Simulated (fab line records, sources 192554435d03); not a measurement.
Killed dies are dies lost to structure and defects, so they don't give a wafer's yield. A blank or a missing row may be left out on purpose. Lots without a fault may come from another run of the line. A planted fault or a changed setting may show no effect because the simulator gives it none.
Which tool did it? | flow n5_finfet | 7 lots, 21 wafers sampled, at 7 steps of a route of 1938

WHAT THE GAUGES READ, wafer by wafer
N5_FIN_SAQP_CD_MEAS_31: target cd 8 nm.
lot  | measured    | on        | cd_nm (nm)
L922 | day 2 04:02 | cd_sem-01 | 8.26 8.06 7.93
L923 | day 2 10:29 | cd_sem-02 | 8.35 8.30 8.35
L932 | day 4 14:11 | cd_sem-01 | 8.64 8.59 8.36
L934 | day 5 01:52 | cd_sem-01 | 8.29 8.35 8.29
L941 | day 6 19:52 | cd_sem-02 | 10.83 8.15 8.11
L944 | day 7 14:22 | cd_sem-01 | 10.28 8.06 8.05
L945 | day 7 19:38 | cd_sem-03 | 8.15 8.16 8.09

N5_STI_FIN_REVEAL_CD_MEAS_22: target cd 6.238 nm, pitch 28 nm.
lot  | measured    | on        | cd_nm (nm)
L922 | day 2 14:56 | cd_sem-03 | 6.47 6.33 5.88
L923 | day 2 21:22 | cd_sem-02 | 6.15 6.31 6.27
L932 | day 5 02:21 | cd_sem-03 | 6.21 6.44 6.19
L934 | day 5 13:01 | cd_sem-01 | 6.62 6.42 6.27
L941 | day 7 07:03 | cd_sem-01 | 8.90 6.00 6.43
L944 | day 8 00:52 | cd_sem-03 | 9.03 6.08 6.40
L945 | day 8 06:53 | cd_sem-02 | 6.11 6.31 6.21

N5_BEOL_M4_RC_MEAS_101.
lot  | measured     | on        | DIBL_N (mV/V)  | DIBL_P (mV/V)  | IOFF_N (nA/um)    | IOFF_N_85C (nA/um) | IOFF_N_LIN (nA/um) | IOFF_P (nA/um) | IOFF_P_85C (nA/um) | IOFF_P_LIN (nA/um) | ION_N (uA/um) | ION_P (uA/um) | SS_N (mV/dec)  | SS_P (mV/dec)  | VT_N (mV)         | VT_N_LVT (mV)    | VT_P (mV)      | VT_P_LVT (mV)
L922 | day 7 22:14  | prober-01 | 33.2 34.0 32.9 | 33.2 35.0 32.9 | 0.118 0.134 0.122 | 2.5 2.8 2.6        | 0.059 0.064 0.061  | 0.19 0.22 0.19 | 3.3 3.8 3.3        | 0.095 0.106 0.094  | 664 661 661   | 460 466 459   | 70.7 71.5 71.3 | 72.6 73.1 72.2 | 253.6 251.4 250.9 | 102.1 99.9 100.3 | -248 -249 -250 | -97.6 -96.3 -98.6
L923 | day 8 03:34  | prober-01 | 37.4 34.4 35.2 | 38.9 35.6 35.5 | 0.206 0.145 0.154 | 3.8 2.9 3.0        | 0.094 0.071 0.072  | 0.25 0.19 0.19 | 4.1 3.4 3.3        | 0.107 0.092 0.089  | 692 676 664   | 463 462 451   | 72.8 71.5 71.9 | 74.3 73.1 72.6 | 244.1 248.1 248.0 | 92.8 98.1 98.2   | -251 -254 -255 | -98.5 -100.3 -101.5
L932 | day 10 11:17 | prober-02 | 37.7 37.4 36.4 | 36.6 37.4 35.7 | 0.169 0.162 0.149 | 3.3 3.2 3.0        | 0.076 0.075 0.070  | 0.22 0.24 0.21 | 3.9 4.2 3.8        | 0.105 0.112 0.103  | 674 676 675   | 460 470 462   | 71.1 71.4 71.5 | 73.6 72.9 73.1 | 249.1 249.4 248.8 | 100.5 99.0 100.2 | -251 -247 -248 | -99.4 -98.4 -100.6
L934 | day 10 21:25 | prober-01 | 38.7 37.7 36.6 | 37.3 36.7 34.5 | 0.185 0.170 0.151 | 3.6 3.4 3.0        | 0.081 0.076 0.066  | 0.24 0.22 0.19 | 4.0 3.8 3.3        | 0.109 0.103 0.092  | 683 676 654   | 466 463 450   | 71.8 71.8 71.3 | 73.4 74.3 73.6 | 248.5 249.2 253.6 | 96.7 96.9 100.0  | -250 -248 -251 | -95.9 -96.9 -99.4
L941 | day 12 18:56 | prober-02 | 54.0 34.7 36.6 | 57.0 31.6 34.2 | 1.560 0.118 0.154 | 20.7 2.4 3.0       | 0.493 0.056 0.070  | 1.15 0.15 0.19 | 15.3 2.9 3.4       | 0.335 0.079 0.091  | 783 643 677   | 509 447 460   | 75.2 71.4 70.9 | 78.7 72.4 73.1 | 213.6 254.1 250.6 | 63.2 104.9 100.4 | -227 -255 -256 | -77.0 -103.8 -100.2
L944 | day 15 05:43 | prober-01 | 51.3 34.7 36.7 | 57.1 33.7 36.9 | 1.556 0.139 0.201 | 20.4 2.7 3.7       | 0.494 0.066 0.090  | 1.32 0.20 0.26 | 17.5 3.6 4.4       | 0.407 0.104 0.125  | 784 670 694   | 520 468 482   | 74.6 70.9 71.0 | 78.7 72.1 73.1 | 209.1 251.6 243.3 | 59.2 98.4 91.3   | -220 -245 -242 | -72.1 -96.0 -92.5
L945 | day 14 16:55 | prober-02 | 34.9 40.0 37.2 | 33.0 39.2 35.1 | 0.124 0.210 0.147 | 2.5 3.8 2.9        | 0.062 0.092 0.070  | 0.19 0.30 0.23 | 3.2 4.7 3.8        | 0.094 0.128 0.107  | 667 684 675   | 465 473 478   | 70.6 71.4 70.6 | 72.9 75.1 73.6 | 250.1 246.3 249.8 | 101.3 94.7 98.9  | -249 -246 -248 | -98.3 -93.1 -96.3

WHICH TOOL RAN EACH LOT (tool, then ch and the chambers of the sampled wafers, then the start)
lot  | N5_FIN_SAQP_SPACER1_ALD_24       | N5_FIN_SAQP_SPACER2_ALD_28       | N5_FIN_SAQP_HM_OPEN_33            | N5_FIN_SAQP_ETCH_34
L922 | ald_sin-03 ch 0,2, day 1 23:37   | ald_sin-03 ch 0,3, day 2 03:31   | rie_diel-03 ch 0,2,3, day 2 04:05 | rie_diel-03 ch 0,2,3, day 2 04:09
L923 | ald_sin-04 ch 0,1, day 2 07:04   | ald_sin-02 ch 1,2, day 2 09:55   | rie_diel-06 ch 0,2, day 2 10:31   | rie_diel-06 ch 0,2, day 2 10:35
L932 | ald_sin-04 ch 0,2,3, day 4 11:43 | ald_sin-04 ch 1,2,3, day 4 13:39 | rie_diel-03 ch 2,3, day 4 14:14   | rie_diel-03 ch 2,3, day 4 14:19
L934 | ald_sin-03 ch 0,2,3, day 4 23:09 | ald_sin-03 ch 0,1,2, day 5 01:21 | rie_diel-03 ch 0,1,2, day 5 01:55 | rie_diel-03 ch 0,1,2, day 5 01:59
L941 | ald_sin-03 ch 0,1,3, day 6 17:04 | ald_sin-03 ch 0,2,3, day 6 19:20 | rie_diel-01 ch 1,2, day 6 19:55   | rie_diel-01 ch 1,2, day 6 19:59
L944 | ald_sin-03 ch 0,1,3, day 7 11:14 | ald_sin-03 ch 0,1,2, day 7 13:51 | rie_diel-06 ch 1,2,3, day 7 14:25 | rie_diel-06 ch 1,2,3, day 7 14:29
L945 | ald_sin-02 ch 0,1, day 7 17:10   | ald_sin-04 ch 0,1,2, day 7 19:07 | rie_diel-03 ch 0,3, day 7 19:49   | rie_diel-03 ch 0,3, day 7 19:53
- N5_FIN_SAQP_SPACER1_ALD_24: deposits SiO2, target thk 20.3 nm, pulse time 1 s, purge time 2 s.
- N5_FIN_SAQP_SPACER2_ALD_28: deposits SiO2, target thk 8.1 nm, pulse time 1 s, purge time 2 s.
- N5_FIN_SAQP_HM_OPEN_33: chemistry CH3F/O2, target SiNx, target depth 49.4 nm, time 70.6 s.
- N5_FIN_SAQP_ETCH_34: etches SiO2 in C4F6/O2, target depth 45 nm, time 15 s.

WHAT THE TOOLS THEMSELVES READ (means of the sampled wafers that have a number; where no wafer has one, the mark that the record gives instead)
N5_FIN_SAQP_SPACER1_ALD_24.
lot  | tool       | heater_power_w (W) | precursor_pulse_height_rel | susceptor_temp_C (C)
L922 | ald_sin-03 | 439                | 0.996                      | 299.86
L923 | ald_sin-04 | 490                | 0.995                      | 299.98
L932 | ald_sin-04 | 494                | 1.003                      | 299.86
L934 | ald_sin-03 | 461                | 1.004                      | 300.13
L941 | ald_sin-03 | 471                | 1.004                      | 299.91
L944 | ald_sin-03 | 479                | 1.012                      | 300.13
L945 | ald_sin-02 | 467                | 0.997                      | 300.13

N5_FIN_SAQP_SPACER2_ALD_28.
lot  | tool       | heater_power_w (W) | precursor_pulse_height_rel | susceptor_temp_C (C)
L922 | ald_sin-03 | 487                | 1.008                      | 299.82
L923 | ald_sin-02 | 504                | 1.006                      | 299.89
L932 | ald_sin-04 | 482                | 0.986                      | 299.96
L934 | ald_sin-03 | 457                | 1.004                      | 299.90
L941 | ald_sin-03 | 467                | 1.002                      | 300.03
L944 | ald_sin-03 | 453                | 0.994                      | 299.85
L945 | ald_sin-04 | 487                | 0.993                      | 300.10

N5_FIN_SAQP_HM_OPEN_33.
lot  | tool        | O2_flow_sccm (sccm) | bias_w (W) | drypump_motor_current_A (A) | etch_rf_on_time_s (s) | oes_product_au (a.u.) | rf_fwd_power_W (W) | rf_vpp_V (V) | showerhead_plenum_p_Torr (Torr) | throttle_valve_pct (%)
L922 | rie_diel-03 | 19.97               | 72.96      | 5.6                         | 71.0                  | 0.64                  | 391.0              | 298          | 2.04                            | 16.5
L923 | rie_diel-06 | 19.97               | 73.10      | 5.6                         | 68.8                  | 0.77                  | 389.5              | 298          | 2.00                            | 16.1
L932 | rie_diel-03 | 19.99               | 73.07      | 5.5                         | 70.3                  | 0.64                  | 391.1              | 297          | 2.00                            | 16.3
L934 | rie_diel-03 | 19.99               | 72.97      | 5.8                         | 70.8                  | 0.64                  | 393.1              | 301          | 2.03                            | 16.5
L941 | rie_diel-01 | 19.99               | 73.00      | 5.6                         | 70.8                  | 0.63                  | 390.2              | 300          | 2.07                            | 16.6
L944 | rie_diel-06 | 19.99               | 73.07      | 5.4                         | 70.2                  | 0.65                  | 390.9              | 292          | 2.05                            | 16.6
L945 | rie_diel-03 | 19.95               | 73.02      | 5.2                         | 69.8                  | 0.60                  | 392.3              | 297          | 2.05                            | 16.7

N5_FIN_SAQP_ETCH_34.
lot  | tool        | O2_flow_sccm (sccm) | bias_w (W) | drypump_motor_current_A (A) | etch_rf_on_time_s (s) | oes_product_au (a.u.) | rf_fwd_power_W (W) | rf_vpp_V (V) | showerhead_plenum_p_Torr (Torr) | throttle_valve_pct (%)
L922 | rie_diel-03 | 9.976               | 184.7      | 5.6                         | 15.15                 | 0.64                  | 336.9              | 667          | 2.89                            | 21.2
L923 | rie_diel-06 | 10.028              | 184.9      | 5.6                         | 14.69                 | 0.76                  | 337.1              | 669          | 2.85                            | 20.9
L932 | rie_diel-03 | 10.002              | 184.7      | 5.5                         | 15.12                 | 0.64                  | 336.3              | 664          | 2.84                            | 21.0
L934 | rie_diel-03 | 10.003              | 184.8      | 5.8                         | 15.07                 | 0.64                  | 337.0              | 676          | 2.88                            | 21.2
L941 | rie_diel-01 | 10.009              | 185.2      | 5.6                         | 15.11                 | 0.64                  | 336.2              | 672          | 2.94                            | 21.3
L944 | rie_diel-06 | 10.011              | 185.4      | 5.4                         | 15.15                 | 0.65                  | 336.4              | 654          | 2.92                            | 21.4
L945 | rie_diel-03 | 9.984               | 185.2      | 5.2                         | 15.24                 | 0.59                  | 336.6              | 665          | 2.91                            | 21.4

THE ANSWER, worked out from the rows above alone
Rule: what is usual is taken from the lots themselves. Put in order of their means at a reading, lots are off if they are a third of the lots or fewer, leave a main group of 4 or more, and stand apart from it by a gap of 3 or more times the standard deviation of the main group's means; of several such gaps the widest counts. A main group whose means are all the same, to the digits that the tables above print for the reading, isn't used. A lot without any number at a reading at which 4 lots or more have one is off too. The other lots that the step has rows for count as sound. The gauges are gone through in route order, then the tools' own readings, and for those a lot's mean is taken as printed above. The first step at which some lot is off is used, and at that step the reading that is off furthest; a lot without a number counts as furthest.
Off: L941, L944, at N5_STI_FIN_REVEAL_CD_MEAS_22 (cd_nm). The main group: mean 6.28 nm, standard deviation 0.082.
A tool fits if, at a process step before that reading, it ran every lot that is off, and no sound lot after the first of them. The gauges at N5_STI_FIN_REVEAL_CD_MEAS_22 aren't tried: what is off there is off at N5_BEOL_M4_RC_MEAS_101 too, on other tools, and a gauge's error can't cause that. One fits: ald_sin-03 at N5_FIN_SAQP_SPACER1_ALD_24 and N5_FIN_SAQP_SPACER2_ALD_28. At N5_FIN_SAQP_SPACER1_ALD_24 its last sound lot is L934 (day 4 23:09), its first lot that is off L941 (day 6 17:04): a fault that began between those two fits.

WHAT THE SIMULATOR HAD PUT IN
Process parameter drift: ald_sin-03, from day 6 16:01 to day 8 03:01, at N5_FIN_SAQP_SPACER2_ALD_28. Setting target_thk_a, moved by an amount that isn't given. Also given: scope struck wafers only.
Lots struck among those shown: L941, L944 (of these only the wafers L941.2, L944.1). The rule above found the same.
